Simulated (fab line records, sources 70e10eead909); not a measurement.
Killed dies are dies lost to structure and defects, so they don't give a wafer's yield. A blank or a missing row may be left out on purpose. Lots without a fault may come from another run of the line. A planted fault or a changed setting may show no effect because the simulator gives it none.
One fault seen from 3 desks | flow nand_harc | each desk has only its own numbers; what lay behind them comes last

THE METROLOGY DESK
What the gauges read, lot by lot, whatever tool the lot ran on: means of the sampled wafers that have a number. A lot is out of limits, marked OUT, if its mean lies more than 4 standard deviations from the usual mean; the brackets give that distance.
Columns: A = thk_nm at NHARC_A_ONON_D1_THK_MEAS_34, usual 199.9 nm
lot  | first seen here | A
L542 | day 8 13:47     | 199.8
L541 | day 8 13:48     | 199.4
L543 | day 9 01:41     | 200.5
L544 | day 9 11:52     | 198.0
L553 | day 13 07:08    | 199.8
L558 | day 15 05:56    | 197.8
L560 | day 16 02:46    | 200.8
L561 | day 16 14:16    | 200.2
L562 | day 16 18:06    | 202.2
L563 | day 17 06:38    | 199.4
L564 | day 17 19:29    | 198.3
This desk's finding: nothing out of limits on any of the 11 lots.

THE DEFECT DESK
What the inspections along the route counted, lot by lot: means of the sampled wafers that have a number. A lot is out of limits, marked OUT, if its mean lies more than 4 standard deviations from the usual mean; the brackets give that distance.
Columns: A = raw_defect_count at NHARC_A_CHANNEL_HOLE_D1_INSPECT_40, usual 69
lot  | first seen here | A
L542 | day 9 00:41     | 103
L541 | day 9 01:19     | 39
L543 | day 9 11:55     | 52
L544 | day 10 06:59    | 43
L553 | day 13 18:50    | 391 (+14) OUT
L558 | day 16 02:12    | 82
L560 | day 16 13:24    | 88
L561 | day 17 00:14    | 62
L562 | day 17 13:56    | 64
L563 | day 17 19:20    | 62
L564 | day 18 09:29    | 64
This desk's finding: out of limits on L553; first on L553, day 13 18:50 (raw_defect_count at NHARC_A_CHANNEL_HOLE_D1_INSPECT_40). In limits: L542, L541, L543, L544, L558, L560, L561, L562, L563, L564.

THE TOOL OWNER'S DESK: rie_diel-08
The tool's own readings at NHARC_A_CHANNEL_HOLE_D1_ETCH_34 (etches the open film in CF4/CHF3, target depth 154 nm, time 77 s): means of the sampled wafers that have a number, for each lot that ran on this tool. A lot is out of limits, marked OUT, if its mean lies more than 4 standard deviations from the usual mean; the brackets give that distance.
Columns: A = drypump_motor_current_A at NHARC_A_CHANNEL_HOLE_D1_ETCH_34, usual 5.7 A; B = oes_product_au at NHARC_A_CHANNEL_HOLE_D1_ETCH_34, usual 0.945 a.u.; C = rf_vpp_V at NHARC_A_CHANNEL_HOLE_D1_ETCH_34, usual 370.5 V; D = showerhead_plenum_p_Torr at NHARC_A_CHANNEL_HOLE_D1_ETCH_34, usual 1.57 Torr; E = throttle_valve_pct at NHARC_A_CHANNEL_HOLE_D1_ETCH_34, usual 16.803 %
lot  | first seen here | A   | B     | C     | D    | E
L542 | day 8 17:10     | 6.3 | 0.927 | 368.5 | 1.53 | 16.805
L541 | day 8 17:59     | 5.6 | 0.923 | 370.2 | 1.57 | 16.808
L553 | day 13 12:23    | 5.1 | 0.928 | 368.0 | 1.53 | 16.810
L561 | day 16 17:41    | 6.2 | 0.968 | 369.6 | 1.55 | 16.794
L563 | day 17 10:01    | 5.6 | 0.971 | 371.5 | 1.57 | 16.803
This desk's finding: nothing out of limits on any of the 5 lots.

PUT TOGETHER
The defect desk could have raised an alarm at day 13 18:50, on L553.
The metrology desk saw nothing out of limits.
The tool owner's desk saw nothing out of limits.
The metrology desk has L553 on record, within its limits.
The tool owner's desk has L553 on record, within its limits.
Of the lots named, all ran NHARC_A_CHANNEL_HOLE_D1_ETCH_34 on rie_diel-08.

WHAT THE SIMULATOR HAD PUT IN
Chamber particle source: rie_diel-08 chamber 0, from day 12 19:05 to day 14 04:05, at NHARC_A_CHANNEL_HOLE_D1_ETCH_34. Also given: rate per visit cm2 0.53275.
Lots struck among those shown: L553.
Hours from the fault's start to each desk's first reading out of limits: the defect desk, 24.
